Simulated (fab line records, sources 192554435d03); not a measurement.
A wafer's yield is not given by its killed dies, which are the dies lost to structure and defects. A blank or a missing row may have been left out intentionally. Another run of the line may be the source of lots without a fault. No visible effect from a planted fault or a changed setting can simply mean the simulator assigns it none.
Chamber matching || flow n5 finfet || 3 sister chambers for N5_BEOL_M1_PRE_CLEAN_60 on cvd co-02
The step time 15 s. 3 wafers are shown with their chamber, then 12 later ones without.

WAFERS PAIRED WITH THEIR CHAMBERS
{"wafer": "L088.4", "chamber": 2, "heater power w (W)": 76}
{"wafer": "L088.5", "chamber": 0, "heater power w (W)": 111}
{"wafer": "L088.6", "chamber": 1, "heater power w (W)": 79}

WAFERS WHOSE CHAMBER IS MISSING
{"wafer": "L092.1", "heater power w (W)": 114}
{"wafer": "L092.2", "heater power w (W)": 81}
{"wafer": "L092.4", "heater power w (W)": 109}
{"wafer": "L094.3", "heater power w (W)": 81}
{"wafer": "L094.4", "heater power w (W)": 77}
{"wafer": "L094.6", "heater power w (W)": 81}
{"wafer": "L096.1", "heater power w (W)": 75}
{"wafer": "L096.2", "heater power w (W)": 80}
{"wafer": "L096.3", "heater power w (W)": 110}
{"wafer": "L096.4", "heater power w (W)": 78}
{"wafer": "L096.5", "heater power w (W)": 109}
{"wafer": "L096.6", "heater power w (W)": 80}

CHAMBER TAKEN BY EACH
{"wafer": "L092.1", "from the rows above": 0, "in truth": 0}
{"wafer": "L092.2", "from the rows above": "can't be placed: 1 or 2", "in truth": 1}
{"wafer": "L092.4", "from the rows above": 0, "in truth": 0}
{"wafer": "L094.3", "from the rows above": "can't be placed: 1 or 2", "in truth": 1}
{"wafer": "L094.4", "from the rows above": "can't be placed: 2 or 1", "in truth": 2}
{"wafer": "L094.6", "from the rows above": "can't be placed: 1 or 2", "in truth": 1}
{"wafer": "L096.1", "from the rows above": "can't be placed: 2 or 1", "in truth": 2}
{"wafer": "L096.2", "from the rows above": "can't be placed: 1 or 2", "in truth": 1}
{"wafer": "L096.3", "from the rows above": 0, "in truth": 0}
{"wafer": "L096.4", "from the rows above": "can't be placed: 1 or 2", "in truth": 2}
{"wafer": "L096.5", "from the rows above": 0, "in truth": 0}
{"wafer": "L096.6", "from the rows above": "can't be placed: 1 or 2", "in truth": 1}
4 of 12 placed correctly. From these rows, 8 cannot be placed; in 8 the true chamber is one of the candidates. Placed wrongly: 0.
How it was worked out, from the rows above alone: a wafer's distance from a chamber is the root of the sum, over the readings, of the square of ((its reading less the chamber's mean) divided by the reading's scatter). The wafer belongs to the nearest chamber; if the next one is less than 2 further off, it can't be placed. For every chamber, the mean is computed from those of its wafers that are shown. The scatter: with one shown wafer a chamber, the root of the mean of the squares of how far each hidden wafer lies from its nearest shown one.
